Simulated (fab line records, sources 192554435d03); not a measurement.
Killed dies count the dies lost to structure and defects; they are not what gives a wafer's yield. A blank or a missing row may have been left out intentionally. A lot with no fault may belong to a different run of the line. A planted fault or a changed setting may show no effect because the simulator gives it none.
fab line records	flow n5_finfet	part 2 of 2: steps 5 to 6 of 6
record lots=24	wafers=72	last_day=18
route steps=1938 shown BEOL_M7@1310 BEOL_M8@1353
lots with no fault: from the same line, run without faults
start_h: hours from the record's opening day to when the first of the lot's shown wafers began	wait_h: hours elapsed since this lot's preceding step	" as in the row above	L1.1+2: a row that stands for several wafers	- no value present, or no start provided	* or withheld: withheld	< > ~ a bound
route shown NAME@n: NAME is a module with steps in the file, n the number in the route of the first one	usual: mean/standard deviation of fault-free wafers	same: alike in all rows	chamber/n: place in a boat	sites: per-site readings	_std_site: standard deviation of those values	_edge_site: the outer-site mean with the inner-site mean subtracted	radius_mm: how far each site lies from the wafer's centre	mask NAME#n: copy n	behind: the last tool/chamber to shape the wafer	hold: what put the lot on hold/how long, in hours/how the hold closed	device: names the non-switching transistor (n, p or np)	end of line: the same wafers' tests at the end of the route	where a step has no rows: the recipe by itself	killed: at the first sort, the dies lost to defects and structure; wafer yield is something else	map: per-die view of a wafer (x killed, . not killed, _ where there is no die)
set.NAME: setting as actually run; set.NAME@STEP: the setting as run at that earlier step	model.NAME: the simulator's own value behind a step, which no gauge read
the route's steps for a sample of lots (tables are steps, rows are wafers)
services: a tool's chamber out of use, with start hour (start_h, from the record's first day; less than 0 if before it), hours out, and reason
## steps
# step N5_BEOL_M8_HM_OPEN_17
# recipe chemistry=Cl2/BCl3	target_depth_a=200	overetch_a=60	target=TiN	mask_material=SOC	ion_energy_ev=150	pressure_mtorr=10	icp_w=1000	bias_w=126	Cl2_flow_sccm=53.25	bcl3_flow_sccm=21.75	Ar_flow_sccm=25
# usual chamber_pressure_mTorr=9.999/0.0093	drypump_motor_current_A=5.7/0.59	oes_product_au=0.68/0.09	rf_fwd_power_W=993/3.7	throttle_valve_pct=21.97/0.17
lot.wafer	tool	chamber	start_h	wait_h	chamber_pressure_mTorr	drypump_motor_current_A	oes_product_au	rf_fwd_power_W	rf_hours_counter_h	throttle_valve_pct
L074.2	rie_metal-02	0	198.97	0.1	10.017	4.8	0.67	991	42	22.00
L074.3	"	0	"	"	9.992	4.8	0.67	989	-	22.01
L074.4	"	1	"	"	9.999	6.0	0.77	995	-	21.96
L075.1	rie_metal-02	0	201.99	0.0	10.014	4.8	0.66	990	42	21.98
L075.2	"	1	"	"	9.994	6.0	0.77	994	7	21.98
L075.3	"	0	"	"	9.987	4.8	0.67	990	-	22.01
L076.1	rie_metal-01	0	207.46	0.0	10.013	6.4	0.55	996	100	22.11
L076.2	"	1	"	"	9.995	5.2	0.67	997	36	21.79
L076.5	"	1	"	"	10.013	5.2	0.67	995	-	21.80
L077.3	rie_metal-03	0	213.81	0.1	9.999	5.5	0.51	995	-	22.06
L077.4	"	1	"	"	10.002	6.2	0.83	993	-	22.19
L077.6	"	0	"	"	10.009	5.5	0.51	989	-	22.06
L078.4	rie_metal-01	1	222.59	0.1	9.997	5.2	0.68	992	-	21.80
L078.5	"	0	"	"	10.004	6.5	0.54	995	-	22.09
L078.6	"	1	"	"	10.001	5.2	0.68	999	-	21.79
L080.1	rie_metal-03	0	233.16	0.2	10.001	5.5	0.82	997	0	21.61
L080.3	"	0	"	"	9.999	5.5	0.81	995	-	21.62
L080.4	"	1	"	"	10.000	6.1	0.79	988	-	22.18
L079.2	rie_metal-03	0	236.34	0.0	9.996	5.5	0.81	994	0	21.61
L079.3	"	1	"	"	9.987	6.1	0.78	994	-	22.20
L079.6	"	1	"	"	9.985	6.1	0.77	992	-	22.20
L081.1	rie_metal-02	0	242.31	0.0	10.001	4.8	0.68	995	43	21.97
L081.2	"	1	"	"	10.000	6.0	0.78	999	8	21.95
L081.6	"	0	"	"	9.977	4.8	0.67	991	-	22.01
L082.2	rie_metal-01	1	246.86	0.0	10.003	5.2	0.67	998	41	21.82
L082.4	"	0	"	"	9.997	6.5	0.55	990	-	22.12
L082.5	"	1	"	"	10.011	5.2	0.67	990	-	21.81
L084.1	rie_metal-02	1	254.89	0.0	10.001	6.0	0.76	994	9	21.96
L084.5	"	1	"	"	10.007	6.0	0.76	989	-	21.94
L084.6	"	1	"	"	10.021	6.0	0.76	992	-	21.97
L083.3	rie_metal-01	1	258.50	0.1	10.005	5.2	0.65	995	-	21.83
L083.4	"	0	"	"	10.007	6.5	0.53	990	-	22.12
L083.5	"	1	"	"	10.008	5.2	0.66	995	-	21.80
L085.2	rie_metal-03	0	262.63	0.0	10.008	5.5	0.78	988	3	21.62
L085.4	"	1	"	"	10.000	6.2	0.78	989	-	22.19
L085.5	"	1	"	"	10.003	6.2	0.78	991	-	22.18
L086.2	rie_metal-02	0	272.56	0.0	9.991	4.8	0.67	991	44	22.00
L086.3	"	0	"	"	10.006	4.8	0.67	995	-	21.99
L086.6	"	1	"	"	10.015	6.0	0.75	989	-	21.97
L087.2	rie_metal-02	1	286.90	0.0	10.016	6.0	0.75	996	13	21.97
L087.3	"	0	"	"	10.003	4.8	0.68	990	-	21.99
L087.5	"	1	"	"	10.006	6.0	0.75	999	-	21.97
L088.1	rie_metal-01	0	288.87	0.0	10.003	6.5	0.54	998	108	22.12
L088.4	"	0	"	"	10.000	6.5	0.54	997	-	22.12
L088.5	"	0	"	"	9.997	6.5	0.55	997	-	22.13
L090.2	rie_metal-01	0	289.13	0.0	9.999	6.5	0.54	994	108	22.12
L090.3	"	1	"	"	10.005	5.2	0.66	988	-	21.80
L090.5	"	1	"	"	9.986	5.2	0.67	993	-	21.81
L092.1	rie_metal-01	0	296.54	0.0	9.988	6.5	0.54	995	108	22.13
L092.2	"	1	"	"	10.000	5.2	0.66	992	45	21.85
L092.3	"	0	"	"	10.001	6.5	0.53	998	-	22.13
L089.2	rie_metal-01	0	296.80	0.0	9.990	6.5	0.54	995	108	22.12
L089.3	"	0	"	"	9.999	6.5	0.54	993	-	22.13
L089.6	"	1	"	"	9.988	5.2	0.65	990	-	21.82
L091.1	rie_metal-01	0	296.98	0.0	10.000	6.5	0.54	994	108	22.10
L091.4	"	1	"	"	10.019	5.1	0.66	996	-	21.82
L091.5	"	0	"	"	10.019	6.5	0.54	992	-	22.11
L094.1	rie_metal-03	1	321.92	0.0	9.996	6.1	0.74	988	16	22.22
L094.4	"	1	"	"	10.014	6.1	0.75	988	-	22.22
L094.5	"	0	"	"	9.999	5.5	0.74	992	-	21.62
L093.3	rie_metal-01	1	322.84	0.1	9.993	5.2	0.65	994	-	21.83
L093.5	"	0	"	"	9.988	6.5	0.53	1001	-	22.14
L093.6	"	1	"	"	10.006	5.2	0.65	994	-	21.84
L096.1	rie_metal-03	0	342.96	0.0	9.994	5.5	0.72	996	11	21.64
L096.2	"	1	"	"	10.005	6.1	0.73	990	17	22.23
L096.4	"	0	"	"	9.984	5.5	0.72	1001	-	21.64
L095.2	rie_metal-02	0	346.84	0.0	9.981	4.8	0.65	990	50	22.01
L095.4	"	0	"	"	9.998	4.8	0.65	991	-	22.01
L095.6	"	1	"	"	10.004	6.0	0.72	996	-	21.99
L097.2	rie_metal-02	1	351.90	0.0	10.014	6.0	0.73	998	17	21.99
L097.4	"	1	"	"	9.984	6.0	0.73	995	-	22.00
L097.5	"	0	"	"	10.015	4.8	0.65	986	-	22.00
# step N5_BEOL_M8_CD_MEAS_28
# recipe target_cd_nm=40	landing_energy_ev=500	detector=se_inlens
# usual cd_nm=40.04/0.25
lot.wafer	tool	chamber	start_h	wait_h	cd_nm
L074.2	cd_sem-02	0	200.00	-	39.88
L074.3	"	0	"	"	39.71
L074.4	"	0	"	"	40.23
L075.1	cd_sem-03	0	204.54	-	40.18
L075.2	"	0	"	"	39.73
L075.3	"	0	"	"	40.20
L076.1	cd_sem-01	0	208.10	-	39.82
L076.2	"	0	"	"	39.91
L076.5	"	0	"	"	39.63
L077.3	cd_sem-02	0	214.41	-	39.96
L077.4	"	0	"	"	39.98
L077.6	"	0	"	"	39.86
L078.4	cd_sem-02	0	223.88	-	40.19
L078.5	"	0	"	"	40.39
L078.6	"	0	"	"	39.95
L080.1	cd_sem-02	0	234.78	-	39.74
L080.3	"	0	"	"	40.13
L080.4	"	0	"	"	40.01
L079.2	cd_sem-01	0	236.83	-	40.21
L079.3	"	0	"	"	39.80
L079.6	"	0	"	"	39.85
L082.2	cd_sem-01	0	247.63	-	40.06
L082.4	"	0	"	"	40.17
L082.5	"	0	"	"	39.88
L081.1	cd_sem-01	0	248.45	-	40.14
L081.2	"	0	"	"	39.86
L081.6	"	0	"	"	39.92
L084.1	cd_sem-01	0	256.39	-	39.82
L084.5	"	0	"	"	40.33
L084.6	"	0	"	"	40.36
L083.3	cd_sem-02	0	260.65	-	40.01
L083.4	"	0	"	"	39.89
L083.5	"	0	"	"	39.69
L085.2	cd_sem-01	0	265.84	-	40.26
L085.4	"	0	"	"	40.19
L085.5	"	0	"	"	40.06
L086.2	cd_sem-03	0	275.29	-	40.44
L086.3	"	0	"	"	39.76
L086.6	"	0	"	"	39.91
L087.2	cd_sem-02	0	287.54	-	40.22
L087.3	"	0	"	"	40.12
L087.5	"	0	"	"	40.10
L088.1	cd_sem-02	0	290.17	-	40.19
L088.4	"	0	"	"	40.24
L088.5	"	0	"	"	39.92
L090.2	cd_sem-01	0	290.35	-	40.21
L090.3	"	0	"	"	40.09
L090.5	"	0	"	"	40.18
L089.2	cd_sem-01	0	298.71	-	39.91
L089.3	"	0	"	"	39.85
L089.6	"	0	"	"	40.23
L092.1	cd_sem-01	0	298.77	-	40.62
L092.2	"	0	"	"	40.26
L092.3	"	0	"	"	40.26
L091.1	cd_sem-02	0	298.81	-	40.12
L091.4	"	0	"	"	39.36
L091.5	"	0	"	"	39.98
L094.1	cd_sem-02	0	323.60	-	40.21
L094.4	"	0	"	"	39.96
L094.5	"	0	"	"	40.41
L093.3	cd_sem-01	0	323.77	-	40.10
L093.5	"	0	"	"	40.19
L093.6	"	0	"	"	40.71
L096.1	cd_sem-01	0	344.76	-	39.70
L096.2	"	0	"	"	39.91
L096.4	"	0	"	"	39.93
L095.2	cd_sem-01	0	348.97	-	40.24
L095.4	"	0	"	"	40.07
L095.6	"	0	"	"	40.16
L097.2	cd_sem-03	0	352.56	-	39.95
L097.4	"	0	"	"	39.42
L097.5	"	0	"	"	39.99
## services
tool	chamber	start_h	hours	kind
ald_metal-01	-	181.28	2.8	pm
rie_diel-02	3	191.01	10.1	repair
pecvd-04	-	200.20	0.3	repair
rie_metal-02	-	205.59	28.1	pm
rie_diel-05	1	210.89	6.7	repair
ald_metal-04	-	228.99	1.1	repair
rie_metal-03	-	230.48	1.4	pm
rie_metal-02	-	233.69	2.8	pm
ald_metal-01	3	245.35	4.3	repair
rie_metal-02	0	249.11	16.4	repair
rie_metal-01	0	249.94	7.1	repair
pecvd-02	0	253.33	6.3	repair
pecvd-04	0	254.36	4.9	repair
ald_metal-04	1	272.02	8.0	repair
rie_metal-03	0	285.62	1.4	repair
rie_metal-03	-	296.71	2.8	pm
rie_metal-01	-	307.96	1.4	pm
rie_diel-01	0	311.36	5.4	repair
pecvd-02	-	316.35	6.0	pm
rie_metal-03	1	329.18	5.2	repair
pvd_sputter-02	-	335.43	2.0	repair
rie_diel-01	-	338.55	0.3	repair
pecvd-02	1	339.08	4.0	repair
rie_metal-01	-	343.31	8.0	repair
